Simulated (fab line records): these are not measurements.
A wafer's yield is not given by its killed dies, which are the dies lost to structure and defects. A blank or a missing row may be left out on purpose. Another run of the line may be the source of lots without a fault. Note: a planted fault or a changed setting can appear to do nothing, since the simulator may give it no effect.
fab line records | flow n5_finfet
[record] lots = 8 | wafers = 24 | last_day = 18
route steps=1938 shown BEOL_M3@948 BEOL_M4@1111
lots with no fault: from the same line, run without faults
start_h: hours from the record's first day to the start of the lot's first wafer shown | wait_h: how many hours have passed since the lot's step before this one | " same as the row above | L1.1+2: a row that stands for several wafers | - no value present, or no start provided | * or withheld: withheld | < > ~ a bound
route shown NAME@n: NAME is a module with steps in the file, n the number in the route of the first one | usual: mean and standard deviation over wafers with no fault | same: alike in all rows | chamber/n: place in a boat | sites: per-site readings | _std_site: standard deviation of those values | _edge_site: outer sites' mean less inner sites' | radius_mm: for every site, how far away it sits from the centre of the wafer | mask NAME#n: copy n | behind: the most recent tool/chamber to have shaped the wafer | hold: the reason the lot was held/the length of the hold in hours/how it ended | device: names the non-switching transistor (n, p or np) | end of line: the route-end tests of the same wafers | a step with no rows: only its recipe | killed: count of dies lost to structure and defects at first sort (not the wafer's yield) | map: the dies of a wafer, with x for killed, . for not killed, _ for no die there
set.NAME: the setting that was run; set.NAME@STEP: the one run at that earlier step | model.NAME: the simulator's own value behind a step, which no gauge read
route steps across a sampled set of lots; one table per step, one row per wafer
services: when a tool's chamber went out of use (start_h, in hours from the record's first day, below 0 if earlier), for how many hours, and the reason
[[steps]]
[step N5_BEOL_M3_ETCH_74]
[recipe] chemistry = N2/H2 | target = underlayer | target_depth_a = 65 | mask_material = CAR-EUV | time_s = 5.2 | ion_energy_ev = 200 | pressure_mtorr = 30 | source_w = 840 | bias_w = 150 | n2_flow_sccm = 200 | h2_flow_sccm = 200 | ends = cleared
[usual] bias_w = 150.0/0.4 | chamber_pressure_mTorr = 30.00/0.041 | drypump_motor_current_A = 5.7/0.47 | etch_rf_on_time_s = 5.20/0.093 | oes_product_au = 0.68/0.063 | rf_vpp_V = 524/3.1 | showerhead_plenum_p_Torr = 2.56/0.1 | throttle_valve_pct = 17.87/0.2
lot.wafer | tool        | chamber | start_h | wait_h | bias_w | chamber_pressure_mTorr | drypump_motor_current_A | etch_rf_on_time_s | oes_product_au | rf_hours_counter_h | rf_vpp_V | showerhead_plenum_p_Torr | throttle_valve_pct
L126.1    | rie_diel-03 | 3       | 185.25  | 0.0    | 149.5  | 29.89                  | 6.0                     | 5.15              | 0.80           | 17                 | 528      | 2.71                     | 17.98
L126.3    | "           | 0       | "       | "      | 149.8  | 29.97                  | 5.4                     | 5.16              | 0.64           | 153                | 523      | 2.54                     | 17.95
L126.5    | "           | 3       | "       | "      | 149.7  | 30.03                  | 6.0                     | 5.18              | 0.80           | -                  | 530      | 2.71                     | 18.00
L127.2    | rie_diel-04 | 2       | 186.31  | 0.0    | 150.8  | 30.07                  | 4.7                     | 5.16              | 0.62           | 183                | 527      | 2.64                     | 17.67
L127.5    | "           | 2       | "       | "      | 150.4  | 30.02                  | 4.7                     | 5.19              | 0.62           | -                  | 525      | 2.64                     | 17.68
L127.6    | "           | 3       | "       | "      | 150.6  | 29.94                  | 6.0                     | 5.14              | 0.63           | -                  | 520      | 2.43                     | 17.83
L135.2    | rie_diel-05 | 0       | 234.85  | 0.0    | 149.7  | 30.00                  | 6.3                     | 5.18              | 0.71           | 65                 | 521      | 2.48                     | 18.15
L135.3    | "           | 3       | "       | "      | 150.1  | 30.05                  | 5.3                     | 5.37              | 0.57           | 248                | 522      | 2.50                     | 17.81
L135.5    | "           | 2       | "       | "      | 149.8  | 29.93                  | 5.5                     | 5.20              | 0.71           | -                  | 528      | 2.68                     | 17.90
L137.1    | rie_diel-04 | 3       | 239.65  | 0.0    | 150.1  | 30.02                  | 6.0                     | 5.12              | 0.63           | 176                | 519      | 2.43                     | 17.81
L137.2    | "           | 2       | "       | "      | 149.2  | 30.05                  | 4.8                     | 5.24              | 0.61           | 199                | 526      | 2.63                     | 17.72
L137.3    | "           | 1       | "       | "      | 150.0  | 30.04                  | 5.4                     | 5.14              | 0.70           | 68                 | 519      | 2.47                     | 18.22
L138.3    | rie_diel-04 | 0       | 253.88  | 0.0    | 150.3  | 29.94                  | 6.3                     | 5.36              | 0.61           | 198                | 526      | 2.52                     | 17.78
L138.4    | "           | 1       | "       | "      | 150.3  | 29.96                  | 5.4                     | 5.07              | 0.70           | 73                 | 524      | 2.47                     | 18.25
L138.6    | "           | 1       | "       | "      | 150.3  | 30.05                  | 5.4                     | 5.14              | 0.70           | -                  | 521      | 2.47                     | 18.24
L139.4    | rie_diel-05 | 0       | 259.88  | 0.0    | 150.0  | 30.02                  | 6.3                     | 5.22              | 0.70           | -                  | 522      | 2.47                     | 18.17
L139.5    | "           | 1       | "       | "      | 150.0  | 29.97                  | 5.3                     | 5.16              | 0.72           | -                  | 528      | 2.68                     | 17.68
L139.6    | "           | 2       | "       | "      | 149.9  | 29.94                  | 5.4                     | 5.28              | 0.70           | -                  | 528      | 2.68                     | 17.91
L142.1    | rie_diel-03 | 1       | 270.06  | 0.0    | 150.3  | 30.05                  | 6.0                     | 5.28              | 0.60           | 216                | 519      | 2.40                     | 17.87
L142.2    | "           | 3       | "       | "      | 149.7  | 29.96                  | 6.1                     | 5.19              | 0.75           | 42                 | 527      | 2.70                     | 18.04
L142.3    | "           | 2       | "       | "      | 150.0  | 29.95                  | 6.2                     | 5.33              | 0.69           | 96                 | 524      | 2.56                     | 17.63
L143.1    | rie_diel-05 | 3       | 283.17  | 0.0    | 150.0  | 30.00                  | 5.3                     | 5.26              | 0.82           | 4                  | 524      | 2.50                     | 17.40
L143.3    | "           | 0       | "       | "      | 150.0  | 30.00                  | 6.3                     | 5.06              | 0.71           | 83                 | 523      | 2.47                     | 18.20
L143.4    | "           | 1       | "       | "      | 149.8  | 29.95                  | 5.3                     | 5.03              | 0.72           | 89                 | 529      | 2.68                     | 17.68
[step N5_BEOL_M3_ETCH_63]
[recipe] chemistry = CF4 | target = SiARC | target_depth_a = 156 | mask_material = CAR-EUV | time_s = 26 | ion_energy_ev = 80 | pressure_mtorr = 40 | source_w = 545 | bias_w = 36 | Ar_flow_sccm = 100 | cf4_flow_sccm = 100 | ends = cleared
[usual] bias_w = 35.99/0.1 | cf4_flow_sccm = 100.05/0.29 | drypump_motor_current_A = 5.7/0.47 | etch_rf_on_time_s = 25.9/0.47 | oes_product_au = 0.68/0.064 | rf_vpp_V = 184.3/1.2 | showerhead_plenum_p_Torr = 2.15/0.079 | throttle_valve_pct = 15.61/0.16
lot.wafer | tool        | chamber | start_h | wait_h | bias_w | cf4_flow_sccm | drypump_motor_current_A | etch_rf_on_time_s | oes_product_au | rf_hours_counter_h | rf_vpp_V | showerhead_plenum_p_Torr | throttle_valve_pct
L126.1    | rie_diel-03 | 3       | 185.27  | 0.0    | 35.94  | 99.72         | 6.1                     | 25.4              | 0.81           | 17                 | 185.9    | 2.28                     | 15.63
L126.3    | "           | 0       | "       | "      | 35.93  | 100.30        | 5.4                     | 26.1              | 0.64           | 153                | 182.7    | 2.14                     | 15.79
L126.5    | "           | 3       | "       | "      | 35.95  | 99.86         | 6.1                     | 25.4              | 0.81           | -                  | 185.2    | 2.28                     | 15.64
L127.2    | rie_diel-04 | 2       | 186.33  | 0.0    | 35.88  | 100.39        | 4.8                     | 26.1              | 0.62           | 183                | 184.4    | 2.22                     | 15.48
L127.5    | "           | 2       | "       | "      | 36.15  | 100.32        | 4.8                     | 25.8              | 0.62           | -                  | 185.1    | 2.22                     | 15.49
L127.6    | "           | 3       | "       | "      | 35.83  | 100.10        | 6.0                     | 25.4              | 0.64           | -                  | 184.4    | 2.06                     | 15.60
L135.2    | rie_diel-05 | 0       | 234.87  | 0.0    | 36.20  | 100.91        | 6.4                     | 25.5              | 0.72           | 65                 | 183.2    | 2.09                     | 15.80
L135.3    | "           | 3       | "       | "      | 35.96  | 99.98         | 5.4                     | 26.4              | 0.58           | 248                | 184.7    | 2.11                     | 15.63
L135.5    | "           | 2       | "       | "      | 36.12  | 99.64         | 5.4                     | 25.8              | 0.71           | -                  | 184.2    | 2.24                     | 15.46
L137.1    | rie_diel-04 | 3       | 239.66  | 0.0    | 35.84  | 99.99         | 6.0                     | 25.5              | 0.63           | 176                | 184.6    | 2.05                     | 15.62
L137.2    | "           | 2       | "       | "      | 35.98  | 100.18        | 4.8                     | 26.0              | 0.61           | 199                | 184.2    | 2.21                     | 15.53
L137.3    | "           | 1       | "       | "      | 36.14  | 100.36        | 5.3                     | 25.3              | 0.70           | 68                 | 183.5    | 2.09                     | 15.87
L138.3    | rie_diel-04 | 0       | 253.90  | 0.0    | 36.09  | 100.01        | 6.3                     | 26.9              | 0.61           | 198                | 184.5    | 2.12                     | 15.60
L138.4    | "           | 1       | "       | "      | 36.02  | 100.19        | 5.4                     | 25.6              | 0.70           | 73                 | 183.5    | 2.08                     | 15.89
L138.6    | "           | 1       | "       | "      | 35.94  | 99.86         | 5.4                     | 25.6              | 0.70           | -                  | 182.5    | 2.08                     | 15.90
L139.4    | rie_diel-05 | 0       | 259.90  | 0.0    | 36.04  | 99.71         | 6.3                     | 25.4              | 0.72           | -                  | 182.1    | 2.08                     | 15.80
L139.5    | "           | 1       | "       | "      | 35.94  | 99.44         | 5.3                     | 25.0              | 0.73           | -                  | 185.1    | 2.25                     | 15.41
L139.6    | "           | 2       | "       | "      | 35.97  | 100.33        | 5.4                     | 26.1              | 0.71           | -                  | 185.3    | 2.24                     | 15.50
L142.1    | rie_diel-03 | 1       | 270.08  | 0.0    | 36.11  | 100.10        | 6.0                     | 25.9              | 0.61           | 216                | 182.8    | 2.03                     | 15.67
L142.2    | "           | 3       | "       | "      | 36.15  | 100.46        | 6.1                     | 25.3              | 0.77           | 42                 | 185.6    | 2.27                     | 15.70
L142.3    | "           | 2       | "       | "      | 35.94  | 100.73        | 6.1                     | 26.1              | 0.69           | 96                 | 183.4    | 2.16                     | 15.49
L143.1    | rie_diel-05 | 3       | 283.19  | 0.0    | 35.86  | 99.86         | 5.4                     | 26.5              | 0.82           | 4                  | 183.3    | 2.11                     | 15.17
L143.3    | "           | 0       | "       | "      | 36.01  | 99.60         | 6.3                     | 25.6              | 0.70           | 83                 | 184.2    | 2.08                     | 15.82
L143.4    | "           | 1       | "       | "      | 36.09  | 100.28        | 5.3                     | 25.3              | 0.71           | 89                 | 186.2    | 2.25                     | 15.42
[step N5_BEOL_M3_CD_MEAS_18]
[recipe] pitch_nm = 36 | target_cd_nm = 18
[usual] cd_nm = 18.10/0.28
lot.wafer | tool      | chamber | start_h | wait_h | cd_nm
L126.1    | cd_sem-01 | -       | 185.65  | 0.0    | 18.26
L126.3    | "         | -       | "       | "      | 18.34
L126.5    | "         | -       | "       | "      | 18.37
L127.2    | cd_sem-02 | -       | 186.70  | 0.1    | 18.11
L127.5    | "         | -       | "       | "      | 18.01
L127.6    | "         | -       | "       | "      | 18.31
L135.2    | cd_sem-01 | -       | 235.25  | 0.1    | 18.08
L135.3    | "         | -       | "       | "      | 18.17
L135.5    | "         | -       | "       | "      | 18.31
L137.1    | cd_sem-02 | -       | 240.04  | 0.0    | 18.18
L137.2    | "         | -       | "       | "      | 17.76
L137.3    | "         | -       | "       | "      | 18.22
L138.3    | cd_sem-02 | -       | 254.28  | 0.1    | 18.18
L138.4    | "         | -       | "       | "      | 18.34
L138.6    | "         | -       | "       | "      | 18.49
L139.4    | cd_sem-02 | -       | 260.27  | 0.0    | 18.30
L139.5    | "         | -       | "       | "      | 17.97
L139.6    | "         | -       | "       | "      | 18.17
L142.1    | cd_sem-03 | -       | 270.46  | 0.0    | 18.56
L142.2    | "         | -       | "       | "      | 18.07
L142.3    | "         | -       | "       | "      | 18.26
L143.1    | cd_sem-01 | -       | 283.57  | 0.0    | 18.06
L143.3    | "         | -       | "       | "      | 17.85
L143.4    | "         | -       | "       | "      | 18.37
[step N5_BEOL_M3_ETCH_77]
[recipe] chemistry = N2/H2 | target = underlayer | target_depth_a = 65 | mask_material = CAR-EUV | time_s = 5.2 | ion_energy_ev = 200 | pressure_mtorr = 30 | source_w = 840 | bias_w = 150 | n2_flow_sccm = 200 | h2_flow_sccm = 200 | ends = cleared
[usual] bias_w = 150.0/0.46 | chamber_pressure_mTorr = 30.00/0.038 | drypump_motor_current_A = 5.7/0.45 | etch_rf_on_time_s = 5.17/0.1 | oes_product_au = 0.69/0.063 | rf_vpp_V = 524/3.2 | showerhead_plenum_p_Torr = 2.57/0.1 | throttle_valve_pct = 17.86/0.2
lot.wafer | tool        | chamber | start_h | wait_h | bias_w | chamber_pressure_mTorr | drypump_motor_current_A | etch_rf_on_time_s | oes_product_au | rf_hours_counter_h | rf_vpp_V | showerhead_plenum_p_Torr | throttle_valve_pct
L126.1    | rie_diel-03 | 2       | 186.25  | 0.0    | -      | -                      | -                       | -                 | -              | -                  | -        | -                        | -
L126.3    | "           | 0       | "       | "      | -      | -                      | -                       | -                 | -              | -                  | -        | -                        | -
L126.5    | "           | 2       | "       | "      | -      | -                      | -                       | -                 | -              | -                  | -        | -                        | -
L127.2    | rie_diel-04 | 2       | 187.30  | 0.0    | -      | -                      | -                       | -                 | -              | -                  | -        | -                        | -
L127.5    | "           | 3       | "       | "      | -      | -                      | -                       | -                 | -              | -                  | -        | -                        | -
L127.6    | "           | 0       | "       | "      | -      | -                      | -                       | -                 | -              | -                  | -        | -                        | -
L135.2    | rie_diel-04 | 3       | 235.85  | 0.0    | 149.2  | 30.00                  | 6.0                     | 5.05              | 0.63           | 174                | 521      | 2.43                     | 17.85
L135.3    | "           | 1       | "       | "      | 149.7  | 29.91                  | 5.4                     | 5.11              | 0.71           | 67                 | 524      | 2.47                     | 18.22
L135.5    | "           | 0       | "       | "      | 150.1  | 30.06                  | 6.3                     | 5.31              | 0.61           | -                  | 523      | 2.53                     | 17.77
L137.1    | rie_diel-03 | 1       | 240.64  | 0.0    | 149.5  | 29.97                  | 6.0                     | 5.24              | 0.62           | 207                | 520      | 2.40                     | 17.87
L137.2    | "           | 2       | "       | "      | 149.8  | 29.94                  | 6.2                     | 5.23              | 0.70           | 87                 | 525      | 2.57                     | 17.59
L137.3    | "           | 3       | "       | "      | 150.3  | 30.02                  | 6.0                     | 5.15              | 0.77           | 33                 | 528      | 2.71                     | 18.05
L138.3    | rie_diel-03 | 1       | 254.75  | 0.0    | 149.6  | 30.00                  | 6.0                     | 5.24              | 0.61           | 212                | 519      | 2.40                     | 17.88
L138.4    | "           | 3       | "       | "      | 150.3  | 30.03                  | 6.0                     | 5.15              | 0.76           | 38                 | 529      | 2.71                     | 18.03
L138.6    | "           | 2       | "       | "      | 150.4  | 29.99                  | 6.2                     | 5.27              | 0.69           | -                  | 525      | 2.57                     | 17.63
L139.4    | rie_diel-04 | 3       | 260.74  | 0.0    | 149.7  | 30.05                  | 6.0                     | 5.05              | 0.63           | 181                | 521      | 2.42                     | 17.87
L139.5    | "           | 0       | "       | "      | 149.9  | 29.94                  | 6.3                     | 5.32              | 0.61           | -                  | 525      | 2.52                     | 17.80
L139.6    | "           | 3       | "       | "      | 150.3  | 30.03                  | 6.0                     | 5.05              | 0.62           | -                  | 523      | 2.42                     | 17.89
L142.1    | rie_diel-03 | 2       | 270.93  | 0.0    | 150.9  | 29.97                  | 6.1                     | 5.29              | 0.68           | 97                 | 523      | 2.57                     | 17.62
L142.2    | "           | 0       | "       | "      | 148.9  | 30.03                  | 5.4                     | 5.29              | 0.62           | 178                | 522      | 2.53                     | 17.99
L142.3    | "           | 3       | "       | "      | 150.0  | 30.00                  | 6.1                     | 5.19              | 0.76           | 43                 | 528      | 2.70                     | 18.04
L143.1    | rie_diel-04 | 3       | 284.17  | 0.0    | 150.4  | 30.00                  | 6.0                     | 5.12              | 0.62           | 188                | 520      | 2.42                     | 17.88
L143.3    | "           | 0       | "       | "      | 150.4  | 29.95                  | 6.3                     | 5.38              | 0.60           | 206                | 523      | 2.52                     | 17.78
L143.4    | "           | 1       | "       | "      | 149.9  | 29.97                  | 5.5                     | 5.11              | 0.70           | 81                 | 523      | 2.46                     | 18.29
[step N5_BEOL_M4_RC_MEAS_101]
[usual] DIBL_N = 36.5/1.4 | DIBL_P = 36.6/1.6 | IOFF_N = 0.160/0.024 | IOFF_P = 0.217/0.029 | ION_N = 674/8.7 | ION_P = 464/6.5 | SS_N = 71.6/0.47 | SS_P = 73.4/0.57 | VT_N = 250.0/2.5 | VT_P = -250/3.1
lot.wafer | tool      | chamber | start_h | wait_h | DIBL_N[mV/V] | DIBL_P[mV/V] | IOFF_N[nA/um] | IOFF_P[nA/um] | ION_N[uA/um] | ION_P[uA/um] | SS_N[mV/dec] | SS_P[mV/dec] | VT_N[mV] | VT_P[mV]
L126.1    | prober-02 | 0       | 210.82  | 0.0    | 38.8         | 39.8         | 0.211         | 0.253         | 694          | 465          | 72.7         | 74.1         | 248.9    | -249
L126.3    | "         | 0       | "       | "      | 35.9         | 36.3         | 0.160         | 0.196         | 677          | 457          | 71.2         | 73.5         | 250.0    | -253
L126.5    | "         | 0       | "       | "      | 37.8         | 38.6         | 0.187         | 0.226         | 679          | 460          | 70.8         | 74.0         | 249.7    | -253
L127.2    | prober-01 | 0       | 212.97  | 0.2    | 36.2         | 36.6         | 0.161         | 0.244         | 670          | 472          | 71.7         | 74.0         | 248.0    | -245
L127.5    | "         | 0       | "       | "      | 35.4         | 34.5         | 0.140         | 0.202         | 670          | 462          | 71.5         | 72.5         | 250.6    | -246
L127.6    | "         | 0       | "       | "      | 36.4         | 37.0         | 0.168         | 0.238         | 679          | 470          | 71.6         | 73.5         | 248.6    | -246
L135.2    | prober-02 | 0       | 260.42  | 0.2    | 36.8         | 37.4         | 0.157         | 0.227         | 668          | 458          | 72.0         | 74.0         | 251.6    | -247
L135.3    | "         | 0       | "       | "      | 36.1         | 36.8         | 0.154         | 0.219         | 678          | 468          | 71.6         | 73.4         | 250.2    | -249
L135.5    | "         | 0       | "       | "      | 36.4         | 36.4         | 0.155         | 0.219         | 678          | 469          | 70.4         | 73.7         | 251.5    | -249
L137.1    | prober-02 | 0       | 263.15  | 0.0    | 35.3         | 34.9         | 0.123         | 0.158         | 667          | 452          | 71.6         | 73.2         | 255.3    | -256
L137.2    | "         | 0       | "       | "      | 36.2         | 35.7         | 0.135         | 0.168         | 672          | 452          | 71.6         | 72.9         | 253.1    | -256
L137.3    | "         | 0       | "       | "      | 36.7         | 36.2         | 0.145         | 0.174         | 664          | 448          | 71.8         | 72.7         | 252.7    | -255
L138.3    | prober-02 | 0       | 270.46  | 0.3    | 35.3         | 34.2         | 0.112         | 0.167         | 653          | 454          | 71.0         | 72.3         | 253.4    | -255
L138.4    | "         | 0       | "       | "      | 36.1         | 35.6         | 0.127         | 0.185         | 663          | 462          | 71.2         | 73.1         | 254.9    | -252
L138.6    | "         | 0       | "       | "      | 35.7         | 35.5         | 0.127         | 0.185         | 666          | 462          | 71.4         | 73.3         | 253.7    | -252
L139.4    | prober-01 | 0       | 278.41  | 0.5    | 36.7         | 38.8         | 0.167         | 0.226         | 666          | 463          | 72.0         | 74.2         | 249.4    | -253
L139.5    | "         | 0       | "       | "      | 36.8         | 39.0         | 0.173         | 0.231         | 669          | 459          | 71.6         | 73.8         | 250.7    | -250
L139.6    | "         | 0       | "       | "      | 35.0         | 36.9         | 0.146         | 0.194         | 672          | 460          | 71.7         | 73.3         | 250.6    | -252
L142.1    | prober-01 | 0       | 286.38  | 0.0    | 35.9         | 35.8         | 0.153         | 0.224         | 681          | 465          | 71.5         | 73.0         | 249.2    | -249
L142.2    | "         | 0       | "       | "      | 34.7         | 34.1         | 0.133         | 0.208         | 670          | 466          | 70.7         | 73.3         | 252.9    | -246
L142.3    | "         | 0       | "       | "      | 35.5         | 34.8         | 0.139         | 0.221         | 662          | 465          | 71.4         | 73.3         | 250.5    | -246
L143.1    | prober-01 | 0       | 301.14  | 0.0    | 35.8         | 38.6         | 0.164         | 0.217         | 677          | 454          | 71.6         | 73.5         | 248.1    | -249
L143.3    | "         | 0       | "       | "      | 34.8         | 37.1         | 0.143         | 0.193         | 677          | 461          | 70.9         | 73.4         | 252.1    | -250
L143.4    | "         | 0       | "       | "      | 37.9         | 40.1         | 0.199         | 0.236         | 686          | 458          | 73.0         | 74.4         | 248.2    | -249
[[services]]
tool        | chamber | start_h | hours | kind
rie_diel-03 | 2       | 166.17  | 6.7   | repair
rie_diel-04 | 3       | 193.36  | 5.3   | repair
rie_diel-04 | 3       | 210.71  | 1.6   | repair
rie_diel-05 | 3       | 242.10  | -     | clean
rie_diel-05 | 3       | 242.10  | -     | consumable_replace:focus_ring
rie_diel-05 | 3       | 242.10  | 27.1  | scheduled_down
rie_diel-05 | 3       | 242.10  | 27.1  | vent_cycle
rie_diel-05 | 1       | 245.40  | 1.7   | repair
rie_diel-04 | 2       | 270.32  | 2.7   | repair
[[key]]
[first_sign] step = N5_BEOL_M3_ETCH_77 | reading = tool_record | direction = missing
effect none on later readings
met_at N5_BEOL_M3_ETCH_77
struck_lots L126,L127
not_acting_at N5_BEOL_M3_ETCH_74,N5_BEOL_M3_ETCH_63,N5_BEOL_M3_CD_MEAS_18
[fault] kind = skipped_step_whole | tool = rie_diel-03,rie_diel-04 | chamber = - | onset_h = 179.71 | steps = N5_BEOL_M3_ETCH_77 | scope = struck_lots_only
